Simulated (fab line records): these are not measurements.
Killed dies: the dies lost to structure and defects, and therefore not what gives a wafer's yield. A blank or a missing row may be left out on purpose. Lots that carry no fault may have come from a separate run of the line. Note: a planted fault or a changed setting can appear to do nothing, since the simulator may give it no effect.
Matching of chambers ; flow nand_harc ; 4 sister chambers for NHARC_A_STAIRCASE_DESCUM_252 on rie_diel-06
The step chemistry O2, time 3 s. 18 wafers are shown with their chamber, then 9 later ones without.

WAFERS PAIRED WITH THEIR CHAMBERS
wafer;chamber;showerhead_plenum_p_Torr (Torr);drypump_motor_current_A (A);oes_product_au (a.u.)
L080.1;3;1.81;6.1;0.999
L080.2;2;2.07;5.6;1.007
L080.3;0;1.82;5.7;0.979
L080.4;1;1.86;5.0;1.004
L080.5;2;2.07;5.6;1.004
L080.6;3;1.81;6.1;0.993
L082.2;1;1.86;5.0;1.001
L082.3;2;2.07;5.5;1.001
L082.6;2;2.07;5.5;0.996
L081.2;2;2.07;5.6;1.008
L081.4;3;1.81;6.1;1.002
L081.6;3;1.81;6.1;1.000
L083.1;1;1.86;5.0;1.011
L083.2;3;1.81;6.1;1.003
L083.3;0;1.81;5.7;0.983
L083.4;2;2.07;5.6;1.015
L083.5;1;1.86;5.0;1.003
L083.6;0;1.81;5.7;0.980

SIGNATURES (means of the wafers above)
reading;chamber 0;chamber 1;chamber 2;chamber 3;scatter within a chamber
showerhead_plenum_p_Torr;1.8133;1.8600;2.0700;1.8100;0.00218
drypump_motor_current_A;5.700;5.000;5.567;6.100;0.0309
oes_product_au;0.98067;1.00475;1.00517;0.99940;0.00491
Rule: a wafer's distance from a chamber is the root of the sum, over the readings, of the square of ((its reading less the chamber's mean) divided by the reading's scatter). The wafer belongs to the nearest chamber; if the next one is less than 2 further off, it can't be placed. The scatter is the square root of a quotient: the sum, over the shown wafers, of each reading's squared deviation from its chamber's mean, divided by wafers minus chambers.

WAFERS WITHOUT THEIR CHAMBER
wafer;showerhead_plenum_p_Torr (Torr);drypump_motor_current_A (A);oes_product_au (a.u.)
L087.1;1.85;5.0;1.012
L087.3;1.81;6.1;0.978
L087.6;1.81;6.1;0.979
L088.2;1.81;6.1;0.975
L088.5;2.07;5.6;0.997
L088.6;1.85;5.0;1.013
L095.1;2.06;5.6;1.003
L095.2;1.80;5.7;0.998
L095.4;1.80;6.1;0.997

WHICH CHAMBER EACH WENT THROUGH
wafer;from the rows above;in truth
L087.1;1;1
L087.3;3;3
L087.6;3;3
L088.2;3;3
L088.5;2;2
L088.6;1;1
L095.1;2;2
L095.2;0;0
L095.4;3;3
Correct placement for 9 of the 9. From these rows, 0 cannot be placed. 0 placed wrongly.
